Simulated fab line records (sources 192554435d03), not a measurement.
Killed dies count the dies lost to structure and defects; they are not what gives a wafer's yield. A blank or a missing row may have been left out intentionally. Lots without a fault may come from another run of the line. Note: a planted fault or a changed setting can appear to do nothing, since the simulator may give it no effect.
Which tool did it? / flow n5Finfet / 24 lots, 72 wafers sampled, at 5 steps of a route of 1938

== WHAT EACH GAUGE READ, for each wafer ==
N5_BEOL_M1_THK_MEAS_53: measures by xrf. Usual: M1_THK gives 39.1 nm (standard deviation 1.7).
lot=L074; measured=day 6 20:59; on=filmMetro-01; M1_THK (nm)=38.7 39.2 39.7; flag=
lot=L075; measured=day 7 04:00; on=filmMetro-02; M1_THK (nm)=40.9 41.2 41.9; flag=
lot=L076; measured=day 7 06:41; on=filmMetro-01; M1_THK (nm)=39.5 41.6 40.5; flag=
lot=L077; measured=day 7 17:07; on=filmMetro-01; M1_THK (nm)=37.7 40.9 40.2; flag=
lot=L078; measured=day 7 20:51; on=filmMetro-01; M1_THK (nm)=38.4 37.1 35.8; flag=
lot=L079; measured=day 8 07:08; on=filmMetro-02; M1_THK (nm)=36.8 40.2 38.6; flag=
lot=L081; measured=day 8 16:34; on=filmMetro-02; M1_THK (nm)=38.0 36.8 38.7; flag=
lot=L080; measured=day 8 16:50; on=filmMetro-02; M1_THK (nm)=37.5 39.7 39.6; flag=
lot=L082; measured=day 8 17:17; on=filmMetro-01; M1_THK (nm)=42.6 39.6 41.6; flag=
lot=L083; measured=day 9 01:26; on=filmMetro-02; M1_THK (nm)=38.6 38.7 40.5; flag=
lot=L084; measured=day 9 04:07; on=filmMetro-02; M1_THK (nm)=36.7 40.4 39.8; flag=
lot=L085; measured=day 9 09:13; on=filmMetro-02; M1_THK (nm)=38.7 38.6 38.9; flag=
lot=L086; measured=day 9 10:02; on=filmMetro-02; M1_THK (nm)=38.9 38.1 38.4; flag=
lot=L088; measured=day 10 03:14; on=filmMetro-02; M1_THK (nm)=40.6 42.2 39.7; flag=
lot=L087; measured=day 10 04:00; on=filmMetro-01; M1_THK (nm)=37.0 37.9 37.2; flag=
lot=L089; measured=day 10 19:04; on=filmMetro-01; M1_THK (nm)=38.7 38.7 39.0; flag=
lot=L091; measured=day 11 00:09; on=filmMetro-01; M1_THK (nm)=36.5 37.3 37.8; flag=
lot=L090; measured=day 11 05:13; on=filmMetro-02; M1_THK (nm)=40.8 40.1 41.1; flag=
lot=L092; measured=day 11 08:19; on=filmMetro-01; M1_THK (nm)=38.3 40.8 40.2; flag=
lot=L093; measured=day 11 13:35; on=filmMetro-01; M1_THK (nm)=35.7 36.7 38.3; flag=
lot=L094; measured=day 12 08:01; on=filmMetro-02; M1_THK (nm)=40.2 37.5 39.0; flag=
lot=L095; measured=day 12 11:31; on=filmMetro-01; M1_THK (nm)=39.3 39.5 41.4; flag=
lot=L096; measured=day 12 20:11; on=filmMetro-01; M1_THK (nm)=40.0 42.2 41.4; flag=
lot=L097; measured=day 13 00:53; on=filmMetro-01; M1_THK (nm)=37.6 39.7 39.1; flag=

N5_BEOL_M2_INSPECT_13: inspects for defects (brightfield). Usual: rawDefectCount reads 393 (standard deviation 86).
lot=L074; measured=day 6 22:25; on=defectInspect-02; rawDefectCount=431 360 375; flag=
lot=L075; measured=day 7 07:03; on=defectInspect-01; rawDefectCount=403 546 362; flag=
lot=L076; measured=day 7 07:42; on=defectInspect-01; rawDefectCount=312 433 386; flag=
lot=L077; measured=day 7 18:04; on=defectInspect-01; rawDefectCount=372 341 341; flag=
lot=L078; measured=day 7 22:41; on=defectInspect-01; rawDefectCount=529 485 381; flag=
lot=L079; measured=day 8 09:02; on=defectInspect-02; rawDefectCount=492 435 328; flag=
lot=L081; measured=day 8 18:44; on=defectInspect-02; rawDefectCount=261 394 276; flag=
lot=L080; measured=day 8 18:54; on=defectInspect-01; rawDefectCount=434 260 336; flag=
lot=L082; measured=day 8 19:04; on=defectInspect-01; rawDefectCount=366 394 485; flag=
lot=L083; measured=day 9 02:56; on=defectInspect-01; rawDefectCount=262 443 453; flag=
lot=L084; measured=day 9 05:06; on=defectInspect-01; rawDefectCount=397 552 564; flag=
lot=L085; measured=day 9 10:56; on=defectInspect-02; rawDefectCount=324 455 278; flag=
lot=L086; measured=day 9 11:31; on=defectInspect-02; rawDefectCount=289 335 312; flag=
lot=L088; measured=day 10 05:19; on=defectInspect-02; rawDefectCount=276 318 303; flag=
lot=L087; measured=day 10 10:10; on=defectInspect-01; rawDefectCount=380 354 300; flag=
lot=L089; measured=day 10 21:05; on=defectInspect-01; rawDefectCount=301 447 343; flag=
lot=L091; measured=day 11 01:46; on=defectInspect-02; rawDefectCount=406 530 444; flag=
lot=L090; measured=day 11 08:13; on=defectInspect-02; rawDefectCount=562 567 542; flag=
lot=L092; measured=day 11 10:21; on=defectInspect-01; rawDefectCount=353 497 444; flag=
lot=L093; measured=day 11 15:11; on=defectInspect-02; rawDefectCount=388 327 379; flag=
lot=L094; measured=day 12 11:43; on=defectInspect-01; rawDefectCount=437 364 524; flag=
lot=L095; measured=day 12 13:16; on=defectInspect-02; rawDefectCount=393 430 394; flag=
lot=L096; measured=day 12 21:53; on=defectInspect-02; rawDefectCount=418 425 394; flag=
lot=L097; measured=day 13 03:44; on=defectInspect-02; rawDefectCount=302 274 303; flag=

== WHAT TOOL EACH LOT RAN ON (gives the tool, then ch and the chambers of the sampled wafers, and finally the start) ==
lot=L074; N5_BEOL_M1_SPUTTER_90=pvdSputter-01, day 6 19:32; N5_BEOL_M1_ANNEAL_91=pvdSputter-01, day 6 19:37; N5_BEOL_M2_ILD_DEP_00=pecvd-03 ch 0,1,2, day 6 21:19
lot=L075; N5_BEOL_M1_SPUTTER_90=pvdSputter-03, day 7 02:28; N5_BEOL_M1_ANNEAL_91=pvdSputter-03, day 7 02:32; N5_BEOL_M2_ILD_DEP_00=pecvd-03 ch 0,2, day 7 04:23
lot=L076; N5_BEOL_M1_SPUTTER_90=pvdSputter-01, day 7 05:14; N5_BEOL_M1_ANNEAL_91=pvdSputter-01, day 7 05:19; N5_BEOL_M2_ILD_DEP_00=pecvd-04 ch 0,2, day 7 07:04
lot=L077; N5_BEOL_M1_SPUTTER_90=pvdSputter-03, day 7 15:40; N5_BEOL_M1_ANNEAL_91=pvdSputter-03, day 7 15:44; N5_BEOL_M2_ILD_DEP_00=pecvd-04 ch 1,2, day 7 17:26
lot=L078; N5_BEOL_M1_SPUTTER_90=pvdSputter-01, day 7 19:02; N5_BEOL_M1_ANNEAL_91=pvdSputter-01, day 7 19:07; N5_BEOL_M2_ILD_DEP_00=pecvd-03 ch 0,1,2, day 7 21:10
lot=L079; N5_BEOL_M1_SPUTTER_90=pvdSputter-03, day 8 05:41; N5_BEOL_M1_ANNEAL_91=pvdSputter-03, day 8 05:46; N5_BEOL_M2_ILD_DEP_00=pecvd-01 ch 1,2, day 8 07:28
lot=L081; N5_BEOL_M1_SPUTTER_90=pvdSputter-01, day 8 10:28; N5_BEOL_M1_ANNEAL_91=pvdSputter-01, day 8 10:32; N5_BEOL_M2_ILD_DEP_00=pecvd-01 ch 0,1, day 8 16:53
lot=L080; N5_BEOL_M1_SPUTTER_90=pvdSputter-02, day 8 10:47; N5_BEOL_M1_ANNEAL_91=pvdSputter-02, day 8 10:52; N5_BEOL_M2_ILD_DEP_00=pecvd-03 ch 0,2, day 8 17:10
lot=L082; N5_BEOL_M1_SPUTTER_90=pvdSputter-03, day 8 10:59; N5_BEOL_M1_ANNEAL_91=pvdSputter-03, day 8 11:04; N5_BEOL_M2_ILD_DEP_00=pecvd-03 ch 0,1,2, day 8 17:37
lot=L083; N5_BEOL_M1_SPUTTER_90=pvdSputter-02, day 8 22:04; N5_BEOL_M1_ANNEAL_91=pvdSputter-02, day 8 22:08; N5_BEOL_M2_ILD_DEP_00=pecvd-04 ch 0,2, day 9 01:45
lot=L084; N5_BEOL_M1_SPUTTER_90=pvdSputter-03, day 9 01:21; N5_BEOL_M1_ANNEAL_91=pvdSputter-03, day 9 01:26; N5_BEOL_M2_ILD_DEP_00=pecvd-04 ch 0,1,2, day 9 04:27
lot=L085; N5_BEOL_M1_SPUTTER_90=pvdSputter-03, day 9 06:41; N5_BEOL_M1_ANNEAL_91=pvdSputter-03, day 9 06:46; N5_BEOL_M2_ILD_DEP_00=pecvd-03 ch 0,1,2, day 9 09:32
lot=L086; N5_BEOL_M1_SPUTTER_90=pvdSputter-01, day 9 08:26; N5_BEOL_M1_ANNEAL_91=pvdSputter-01, day 9 08:31; N5_BEOL_M2_ILD_DEP_00=pecvd-01 ch 1,2, day 9 10:21
lot=L088; N5_BEOL_M1_SPUTTER_90=pvdSputter-01, day 10 00:42; N5_BEOL_M1_ANNEAL_91=pvdSputter-01, day 10 00:47; N5_BEOL_M2_ILD_DEP_00=pecvd-04 ch 0,1,2, day 10 03:34
lot=L087; N5_BEOL_M1_SPUTTER_90=pvdSputter-01, day 10 02:32; N5_BEOL_M1_ANNEAL_91=pvdSputter-01, day 10 02:37; N5_BEOL_M2_ILD_DEP_00=pecvd-01 ch 0,1, day 10 04:19
lot=L089; N5_BEOL_M1_SPUTTER_90=pvdSputter-03, day 10 15:02; N5_BEOL_M1_ANNEAL_91=pvdSputter-03, day 10 15:07; N5_BEOL_M2_ILD_DEP_00=pecvd-03 ch 1,2, day 10 19:23
lot=L091; N5_BEOL_M1_SPUTTER_90=pvdSputter-01, day 10 19:13; N5_BEOL_M1_ANNEAL_91=pvdSputter-01, day 10 19:18; N5_BEOL_M2_ILD_DEP_00=pecvd-04 ch 0,2, day 11 00:29
lot=L090; N5_BEOL_M1_SPUTTER_90=pvdSputter-03, day 10 22:28; N5_BEOL_M1_ANNEAL_91=pvdSputter-03, day 10 22:32; N5_BEOL_M2_ILD_DEP_00=pecvd-04 ch 0,1, day 11 05:33
lot=L092; N5_BEOL_M1_SPUTTER_90=pvdSputter-02, day 11 03:19; N5_BEOL_M1_ANNEAL_91=pvdSputter-02, day 11 03:23; N5_BEOL_M2_ILD_DEP_00=pecvd-04 ch 0,1,2, day 11 08:40
lot=L093; N5_BEOL_M1_SPUTTER_90=pvdSputter-03, day 11 09:45; N5_BEOL_M1_ANNEAL_91=pvdSputter-03, day 11 09:50; N5_BEOL_M2_ILD_DEP_00=pecvd-04 ch 0,2, day 11 13:55
lot=L094; N5_BEOL_M1_SPUTTER_90=pvdSputter-03, day 12 06:34; N5_BEOL_M1_ANNEAL_91=pvdSputter-03, day 12 06:39; N5_BEOL_M2_ILD_DEP_00=pecvd-01 ch 0,1,2, day 12 08:20
lot=L095; N5_BEOL_M1_SPUTTER_90=pvdSputter-02, day 12 10:02; N5_BEOL_M1_ANNEAL_91=pvdSputter-02, day 12 10:07; N5_BEOL_M2_ILD_DEP_00=pecvd-03 ch 0,2, day 12 11:51
lot=L096; N5_BEOL_M1_SPUTTER_90=pvdSputter-02, day 12 18:44; N5_BEOL_M1_ANNEAL_91=pvdSputter-02, day 12 18:49; N5_BEOL_M2_ILD_DEP_00=pecvd-01 ch 1,2, day 12 20:30
lot=L097; N5_BEOL_M1_SPUTTER_90=pvdSputter-03, day 12 23:26; N5_BEOL_M1_ANNEAL_91=pvdSputter-03, day 12 23:31; N5_BEOL_M2_ILD_DEP_00=pecvd-03 ch 0,1,2, day 13 01:12
- N5_BEOL_M1_SPUTTER_90: material Cu, target thk 4.5 nm, time 8.29 s.
- N5_BEOL_M1_ANNEAL_91: time 240 s.
- N5_BEOL_M2_ILD_DEP_00: deposits SiOC from DEMS/O2, target thk 79 nm, time 15.3 s.

== WHAT THE TOOLS THEMSELVES READ (means of the sampled wafers that have a number; where no wafer has one, the mark that the record gives instead) ==
N5_BEOL_M1_SPUTTER_90. Usual: throttleValvePct reads 30.6 % (standard deviation 0.99).
lot=L074; tool=pvdSputter-01; throttleValvePct (%)=30.9; flag=
lot=L075; tool=pvdSputter-03; throttleValvePct (%)=29.3; flag=
lot=L076; tool=pvdSputter-01; throttleValvePct (%)=30.3; flag=
lot=L077; tool=pvdSputter-03; throttleValvePct (%)=30.2; flag=
lot=L078; tool=pvdSputter-01; throttleValvePct (%)=30.9; flag=
lot=L079; tool=pvdSputter-03; throttleValvePct (%)=30.2; flag=
lot=L081; tool=pvdSputter-01; throttleValvePct (%)=31.3; flag=
lot=L080; tool=pvdSputter-02; throttleValvePct (%)=31.0; flag=
lot=L082; tool=pvdSputter-03; throttleValvePct (%)=30.0; flag=
lot=L083; tool=pvdSputter-02; throttleValvePct (%)=31.5; flag=
lot=L084; tool=pvdSputter-03; throttleValvePct (%)=30.9; flag=
lot=L085; tool=pvdSputter-03; throttleValvePct (%)=30.3; flag=
lot=L086; tool=pvdSputter-01; throttleValvePct (%)=31.2; flag=
lot=L088; tool=pvdSputter-01; throttleValvePct (%)=31.1; flag=
lot=L087; tool=pvdSputter-01; throttleValvePct (%)=30.3; flag=
lot=L089; tool=pvdSputter-03; throttleValvePct (%)=30.4; flag=
lot=L091; tool=pvdSputter-01; throttleValvePct (%)=30.7; flag=
lot=L090; tool=pvdSputter-03; throttleValvePct (%)=30.8; flag=
lot=L092; tool=pvdSputter-02; throttleValvePct (%)=31.0; flag=
lot=L093; tool=pvdSputter-03; throttleValvePct (%)=30.1; flag=
lot=L094; tool=pvdSputter-03; throttleValvePct (%)=29.9; flag=
lot=L095; tool=pvdSputter-02; throttleValvePct (%)=31.3; flag=
lot=L096; tool=pvdSputter-02; throttleValvePct (%)=31.6; flag=
lot=L097; tool=pvdSputter-03; throttleValvePct (%)=30.8; flag=

N5_BEOL_M1_ANNEAL_91. Usual: heaterPowerW reads 824 W (standard deviation 120).
lot=L074; tool=pvdSputter-01; heaterPowerW (W)=776; flag=
lot=L075; tool=pvdSputter-03; heaterPowerW (W)=785; flag=
lot=L076; tool=pvdSputter-01; heaterPowerW (W)=785; flag=
lot=L077; tool=pvdSputter-03; heaterPowerW (W)=853; flag=
lot=L078; tool=pvdSputter-01; heaterPowerW (W)=760; flag=
lot=L079; tool=pvdSputter-03; heaterPowerW (W)=839; flag=
lot=L081; tool=pvdSputter-01; heaterPowerW (W)=874; flag=
lot=L080; tool=pvdSputter-02; heaterPowerW (W)=869; flag=
lot=L082; tool=pvdSputter-03; heaterPowerW (W)=835; flag=
lot=L083; tool=pvdSputter-02; heaterPowerW (W)=897; flag=
lot=L084; tool=pvdSputter-03; heaterPowerW (W)=910; flag=
lot=L085; tool=pvdSputter-03; heaterPowerW (W)=896; flag=
lot=L086; tool=pvdSputter-01; heaterPowerW (W)=883; flag=
lot=L088; tool=pvdSputter-01; heaterPowerW (W)=753; flag=
lot=L087; tool=pvdSputter-01; heaterPowerW (W)=768; flag=
lot=L089; tool=pvdSputter-03; heaterPowerW (W)=885; flag=
lot=L091; tool=pvdSputter-01; heaterPowerW (W)=762; flag=
lot=L090; tool=pvdSputter-03; heaterPowerW (W)=841; flag=
lot=L092; tool=pvdSputter-02; heaterPowerW (W)=904; flag=
lot=L093; tool=pvdSputter-03; heaterPowerW (W)=845; flag=
lot=L094; tool=pvdSputter-03; heaterPowerW (W)=773; flag=
lot=L095; tool=pvdSputter-02; heaterPowerW (W)=899; flag=
lot=L096; tool=pvdSputter-02; heaterPowerW (W)=843; flag=
lot=L097; tool=pvdSputter-03; heaterPowerW (W)=844; flag=

N5_BEOL_M2_ILD_DEP_00. Usual: heaterPowerW 443 W, standard deviation 48; showerheadPlenumPTorr 5.698 Torr, standard deviation 0.012; throttleValvePct 12.0 %, standard deviation 0.58.
lot=L074; tool=pecvd-03; heaterPowerW (W)=433; showerheadPlenumPTorr (Torr)=5.700; throttleValvePct (%)=12.2; flag=
lot=L075; tool=pecvd-03; heaterPowerW (W)=476; showerheadPlenumPTorr (Torr)=5.701; throttleValvePct (%)=12.2; flag=
lot=L076; tool=pecvd-04; heaterPowerW (W)=429; showerheadPlenumPTorr (Torr)=5.688; throttleValvePct (%)=12.0; flag=
lot=L077; tool=pecvd-04; heaterPowerW (W)=474; showerheadPlenumPTorr (Torr)=5.705; throttleValvePct (%)=12.0; flag=
lot=L078; tool=pecvd-03; heaterPowerW (W)=478; showerheadPlenumPTorr (Torr)=5.703; throttleValvePct (%)=12.2; flag=
lot=L079; tool=pecvd-01; heaterPowerW (W)=375; showerheadPlenumPTorr (Torr)=5.696; throttleValvePct (%)=11.5; flag=
lot=L081; tool=pecvd-01; heaterPowerW (W)=456; showerheadPlenumPTorr (Torr)=5.694; throttleValvePct (%)=12.1; flag=
lot=L080; tool=pecvd-03; heaterPowerW (W)=413; showerheadPlenumPTorr (Torr)=5.706; throttleValvePct (%)=12.3; flag=
lot=L082; tool=pecvd-03; heaterPowerW (W)=493; showerheadPlenumPTorr (Torr)=5.701; throttleValvePct (%)=12.1; flag=
lot=L083; tool=pecvd-04; heaterPowerW (W)=406; showerheadPlenumPTorr (Torr)=5.696; throttleValvePct (%)=12.0; flag=
lot=L084; tool=pecvd-04; heaterPowerW (W)=450; showerheadPlenumPTorr (Torr)=5.692; throttleValvePct (%)=12.2; flag=
lot=L085; tool=pecvd-03; heaterPowerW (W)=468; showerheadPlenumPTorr (Torr)=5.700; throttleValvePct (%)=12.0; flag=
lot=L086; tool=pecvd-01; heaterPowerW (W)=416; showerheadPlenumPTorr (Torr)=5.702; throttleValvePct (%)=11.9; flag=
lot=L088; tool=pecvd-04; heaterPowerW (W)=446; showerheadPlenumPTorr (Torr)=5.702; throttleValvePct (%)=12.1; flag=
lot=L087; tool=pecvd-01; heaterPowerW (W)=463; showerheadPlenumPTorr (Torr)=5.693; throttleValvePct (%)=12.0; flag=
lot=L089; tool=pecvd-03; heaterPowerW (W)=421; showerheadPlenumPTorr (Torr)=5.699; throttleValvePct (%)=11.1; flag=
lot=L091; tool=pecvd-04; heaterPowerW (W)=393; showerheadPlenumPTorr (Torr)=5.690; throttleValvePct (%)=11.9; flag=
lot=L090; tool=pecvd-04; heaterPowerW (W)=427; showerheadPlenumPTorr (Torr)=5.696; throttleValvePct (%)=12.1; flag=
lot=L092; tool=pecvd-04; heaterPowerW (W)=436; showerheadPlenumPTorr (Torr)=5.684; throttleValvePct (%)=12.0; flag=
lot=L093; tool=pecvd-04; heaterPowerW (W)=399; showerheadPlenumPTorr (Torr)=5.688; throttleValvePct (%)=11.9; flag=
lot=L094; tool=pecvd-01; heaterPowerW (W)=454; showerheadPlenumPTorr (Torr)=5.700; throttleValvePct (%)=11.5; flag=
lot=L095; tool=pecvd-03; heaterPowerW (W)=477; showerheadPlenumPTorr (Torr)=5.708; throttleValvePct (%)=12.3; flag=
lot=L096; tool=pecvd-01; heaterPowerW (W)=416; showerheadPlenumPTorr (Torr)=5.692; throttleValvePct (%)=11.8; flag=
lot=L097; tool=pecvd-03; heaterPowerW (W)=485; showerheadPlenumPTorr (Torr)=5.703; throttleValvePct (%)=12.0; flag=

== THE ANSWER, worked out from the rows above alone ==
Rule: a lot is off if the mean of its wafers that have a number lies more than 3 standard deviations from the usual mean. A lot without any number at a reading at which 4 lots or more have one is off too. All remaining lots with rows at the step are treated as sound. The gauges are gone through in route order, then the tools' own readings, and for those a lot's mean is taken as printed above. The first step at which some lot is off is used, and at that step the reading that is off furthest; a lot without a number counts as furthest.
Nothing can be told from this: no lot is off at any reading shown.

== WHAT THE SIMULATOR PUT IN ==
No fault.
